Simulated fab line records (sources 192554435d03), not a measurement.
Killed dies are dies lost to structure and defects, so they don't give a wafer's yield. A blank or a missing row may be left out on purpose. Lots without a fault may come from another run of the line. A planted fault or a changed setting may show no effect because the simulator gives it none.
Matching of chambers + flow n5Finfet + N5_BEOL_M4_PECVD_72 on pecvd-04 has 3 sister chambers
The step deposits SiO2 from TEOS/O2, target thk 16 nm, time 18 s. 16 wafers are shown with their chamber, then 8 later ones without.

WAFERS PAIRED WITH THEIR CHAMBERS
| wafer  | chamber | throttleValvePct (%) | showerheadPlenumPTorr (Torr) | heaterPowerW (W) |
|--------|---------|----------------------|------------------------------|------------------|
| L075.4 | 2       | 21.6                 | 8.82                         | 862              |
| L075.5 | 1       | 23.9                 | 8.92                         | 871              |
| L075.6 | 0       | 21.9                 | 8.79                         | 657              |
| L077.1 | 1       | 23.9                 | 8.91                         | 861              |
| L077.2 | 2       | 21.9                 | 8.78                         | 924              |
| L077.4 | 1       | 23.7                 | 8.91                         | 892              |
| L080.3 | 1       | 23.7                 | 8.91                         | 751              |
| L080.4 | 2       | 21.9                 | 8.79                         | 821              |
| L080.5 | 1       | 24.0                 | 8.92                         | 769              |
| L086.1 | 0       | 22.1                 | 8.78                         | 707              |
| L086.3 | 1       | 23.7                 | 8.90                         | 802              |
| L086.5 | 2       | 21.6                 | 8.80                         | 905              |
| L087.1 | 2       | 21.9                 | 8.78                         | 825              |
| L087.5 | 1       | 23.7                 | 8.92                         | 836              |
| L087.6 | 0       | 22.0                 | 8.79                         | 691              |
| L094.1 | 0       | 22.0                 | 8.79                         | 614              |

SIGNATURES (means of the wafers above)
| reading               | chamber 0 | chamber 1 | chamber 2 | scatter within a chamber |
|-----------------------|-----------|-----------|-----------|--------------------------|
| throttleValvePct      | 22.000    | 23.800    | 21.780    | 0.132                    |
| showerheadPlenumPTorr | 8.7875    | 8.9129    | 8.7940    | 0.0109                   |
| heaterPowerW          | 667.25    | 826.00    | 867.40    | 48.7                     |
Rule: a wafer lies at a distance from a chamber equal to the root of the sum of squares, over the readings, of (its reading less the chamber's mean, divided by the reading's scatter). The wafer belongs to the nearest chamber; if the next one is less than 2 further off, it can't be placed. The scatter: take each reading less its chamber's mean, square it, sum over the shown wafers, divide by the number of wafers less the number of chambers, and take the root.

WAFERS MISSING THEIR CHAMBER
| wafer  | throttleValvePct (%) | showerheadPlenumPTorr (Torr) | heaterPowerW (W) |
|--------|----------------------|------------------------------|------------------|
| L094.5 | 21.7                 | 8.81                         | 636              |
| L094.6 | 21.9                 | 8.78                         | 886              |
| L095.2 | 23.7                 | 8.92                         | 830              |
| L095.3 | 21.8                 | 8.76                         | 869              |
| L095.4 | 21.9                 | 8.79                         | 882              |
| L097.3 | 21.9                 | 8.77                         | 864              |
| L097.5 | 22.0                 | 8.78                         | 863              |
| L097.6 | 22.4                 | 8.81                         | 586              |

EACH ONE'S CHAMBER
| wafer  | from the rows above     | in truth |
|--------|-------------------------|----------|
| L094.5 | can't be placed: 0 or 2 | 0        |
| L094.6 | 2                       | 2        |
| L095.2 | 1                       | 1        |
| L095.3 | can't be placed: 2 or 0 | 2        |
| L095.4 | 2                       | 2        |
| L097.3 | 2                       | 2        |
| L097.5 | can't be placed: 2 or 0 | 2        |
| L097.6 | 0                       | 0        |
Placed correctly: 5 of 8. Unplaceable from these rows: 3, with the true chamber sitting among the candidates in 3. Number placed wrongly: 0.
